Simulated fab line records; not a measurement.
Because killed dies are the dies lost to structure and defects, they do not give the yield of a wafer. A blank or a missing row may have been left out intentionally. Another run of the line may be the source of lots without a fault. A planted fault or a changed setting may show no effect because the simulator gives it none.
Matching of chambers	flow n5-finfet	3 sister chambers for N5_BEOL_M0_PRE_CLEAN_131 on cvd-co-02
The step time 15 s. 6 wafers are shown with their chamber, then 12 later ones without.

== WAFERS WITH THEIR CHAMBER ==
wafer	chamber	heater-power-w (W)	rf-fwd-power-W (W)
L087.2	1	75	299.4
L089.3	2	74	297.0
L089.5	1	76	297.2
L091.2	0	65	292.9
L091.5	2	74	297.3
L091.6	0	67	293.9

== WAFERS WITHOUT THEIR CHAMBER ==
wafer	heater-power-w (W)	rf-fwd-power-W (W)
L094.3	68	293.2
L094.4	67	294.4
L094.5	77	298.5
L095.1	76	296.4
L095.4	72	298.0
L095.6	67	293.3
L096.2	78	296.3
L096.3	74	297.7
L096.4	74	298.9
L097.1	78	296.3
L097.3	69	293.9
L097.6	74	296.4

== CHAMBER TAKEN BY EACH ==
wafer	from the rows above	in truth
L094.3	0	0
L094.4	0	0
L094.5	can't be placed: 1 or 2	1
L095.1	can't be placed: 1 or 2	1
L095.4	can't be placed: 2 or 1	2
L095.6	0	0
L096.2	can't be placed: 1 or 2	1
L096.3	can't be placed: 2 or 1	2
L096.4	can't be placed: 1 or 2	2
L097.1	can't be placed: 1 or 2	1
L097.3	0	0
L097.6	can't be placed: 2 or 1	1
Correct placement for 4 of the 12. Cannot be placed on the basis of these rows: 8; the candidates contain the true chamber in 8. Wrongly placed: 0.
How it was worked out, from the rows above alone: a wafer's distance from a chamber is the root of the sum, over the readings, of the square of ((its reading less the chamber's mean) divided by the reading's scatter). The wafer belongs to the nearest chamber; if the next one is less than 2 further off, it can't be placed. Each chamber's mean is taken over the wafers shown for it. The scatter: take each reading less its chamber's mean, square it, sum over the shown wafers, divide by the number of wafers less the number of chambers, and take the root.
